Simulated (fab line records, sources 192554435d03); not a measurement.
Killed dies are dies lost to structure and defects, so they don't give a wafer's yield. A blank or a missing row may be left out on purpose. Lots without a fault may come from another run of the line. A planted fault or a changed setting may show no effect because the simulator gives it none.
Split-lot experiment | flow n5_finfet | 7 lots, 39 wafers read, on a route of 1938 steps

THE SPLIT
At N5_BEOL_M1_PECVD_72 (deposits SiO2 from TEOS/O2, target thk 16 nm, time 18 s), the setting time_s was moved away from the recipe's 18 s on 15 of the 39 wafers read, by -58.4% to +33.9%. The other wafers ran this setting at the recipe's value.

FROM THE SPLIT TO THE READING: what the file shows between them, 3 steps
- N5_BEOL_M1_HM_DEP_02: deposits TiN, target thk 20 nm
- N5_BEOL_M1_COAT_61: time 60 s, resist thk 60 nm
- N5_BEOL_M1_STRIP_97: strips in N2/H2, time 10 s

THE READING
SiO2_of_BEOL_M1_PECVD_72.thk_nm (the simulator's own value, which no gauge read), in nm, at N5_BEOL_M1_HM_STRIP_39 (strips TiN in peroxide tin strip, target depth 25 nm, time 158 s). The file gives no usual value for it. The 24 wafers here that ran the recipe average 15.8 nm, standard deviation 0.24 nm.

wafer  | tool, chamber at the split | time_s as run, s | against the recipe | SiO2_of_BEOL_M1_PECVD_72.thk_nm, nm | against lot-mates on the recipe
L079.1 | pecvd-03, 2,0              | 18               | recipe             | 15.8                                | -
L079.2 | pecvd-03, 2,0              | 18               | recipe             | 15.8                                | -
L079.3 | pecvd-03, 1,0              | 24.11            | +33.9%             | 21                                  | +5.1
L079.6 | pecvd-03, 1,0              | 24.11            | +33.9%             | 21                                  | +5.1
L079.4 | pecvd-03, 2                | 24.11            | +33.9%             | 21.2                                | +5.3
L079.5 | pecvd-03, 1                | 18               | recipe             | 16                                  | -
L084.1 | pecvd-04, 1,0              | 18               | recipe             | 15.4                                | -
L084.3 | pecvd-04, 1,0              | 18               | recipe             | 15.4                                | -
L084.2 | pecvd-04, 2,1,0            | 18               | recipe             | 15.6                                | -
L084.4 | pecvd-04, 2,1,0            | 18               | recipe             | 15.6                                | -
L084.6 | pecvd-04, 2,1,0            | 18               | recipe             | 15.6                                | -
L084.5 | pecvd-04, 2                | 18               | recipe             | 15.8                                | -
L085.1 | pecvd-04, 1                | 21.79            | +21.1%             | 18.6                                | +2.7
L085.2 | pecvd-04, 0,2              | 21.79            | +21.1%             | 18.8                                | +2.9
L085.3 | pecvd-04, 0,2              | 21.79            | +21.1%             | 19                                  | +3.1
L085.4 | pecvd-04, 1,2              | 18               | recipe             | 16                                  | -
L085.5 | pecvd-04, 1,2              | 18               | recipe             | 16                                  | -
L085.6 | pecvd-04, 0                | 18               | recipe             | 15.6                                | -
L092.1 | pecvd-03, 0                | 18               | recipe             | 15.6                                | -
L092.2 | pecvd-03, 2                | 18               | recipe             | 15.8                                | -
L092.3 | pecvd-03, 1,2              | 7.492            | -58.4%             | 6.8                                 | -9.0
L092.4 | pecvd-03, 0                | 7.492            | -58.4%             | 6.4                                 | -9.4
L092.5 | pecvd-03, 1,2              | 7.492            | -58.4%             | 6.6                                 | -9.2
L092.6 | pecvd-03, 1                | 18               | recipe             | 16                                  | -
L094.1 | pecvd-04, 2                | 23.94            | +33.0%             | 21                                  | +4.9
L094.2 | pecvd-04, 0                | 18               | recipe             | 16                                  | -
L094.4 | pecvd-04, 2,0              | 18               | recipe             | 16                                  | -
L094.3 | pecvd-04, 2,0              | 18               | recipe             | 16.2                                | -
L094.5 | pecvd-04, 2                | 23.94            | +33.0%             | 21.2                                | +5.1
L094.6 | pecvd-04, 0                | 23.94            | +33.0%             | 21.2                                | +5.1
L095.1 | pecvd-04, 0,1,0            | 13.4             | -25.6%             | 12                                  | -4.1
L095.3 | pecvd-04, 0,1,0            | 13.4             | -25.6%             | 12                                  | -4.1
L095.5 | pecvd-04, 0,1,0            | 13.4             | -25.6%             | 12                                  | -4.1
L095.2 | pecvd-04, 2                | 18               | recipe             | 15.8                                | -
L095.4 | pecvd-04, 2                | 18               | recipe             | 16.4                                | -
L095.6 | pecvd-04, 1                | 18               | recipe             | 16                                  | -
L097.1 | pecvd-02, 2                | 18               | recipe             | 15.6                                | -
L097.2 | pecvd-02, 1,2              | 18               | recipe             | 15.8                                | -
L097.5 | pecvd-02, 1,2              | 18               | recipe             | 15.8                                | -
Where a row lists several chambers, the file gives one row for several wafers and doesn't say which wafer went through which chamber.

THE FIT
A straight line over all 39 wafers: SiO2_of_BEOL_M1_PECVD_72.thk_nm changes by +0.156 nm for each +1% of time_s; r = +1.00; the points scatter about the line by 0.24 nm.
The same after taking each lot's own level away (the mean of its wafers on the recipe; 39 wafers): +0.155 nm for each +1%; r = +1.00; scatter 0.17 nm.
On that fit, the largest move of time_s shifts the reading by 9.1 nm.
The lots' own levels span 15.57 to 16.07 nm, that is 2.1 times the standard deviation above.
So the lot-to-lot level changes the slope little: the two slopes agree.
Check: with one of the wafers moved furthest among these (-58.4%) left out of the fit, the line predicts -9.14 nm for it against its lot-mates. It came out at -9 nm against them.

THE WHOLE CHAIN: every reading that the file lists as answering this split, in the file's order
step                   | what it does                                                     | reading                                                                          | change (the file's fit)               | r (the file's)
N5_BEOL_M1_PECVD_72    | deposits SiO2 from TEOS/O2, target thk 16 nm, time 18 s          | SiO2_of_BEOL_M1_PECVD_72.thk_nm (the simulator's own value, which no gauge read) | +0.156 nm for each +1% of the setting | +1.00
N5_BEOL_M1_HM_STRIP_39 | strips TiN in peroxide tin strip, target depth 25 nm, time 158 s | SiO2_of_BEOL_M1_PECVD_72.thk_nm (the simulator's own value, which no gauge read) | +0.155 nm for each +1% of the setting | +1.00

THE FILE'S OWN FIT
SiO2_of_BEOL_M1_PECVD_72.thk_nm changes by +0.155 nm for each +1% of time_s, r = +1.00.
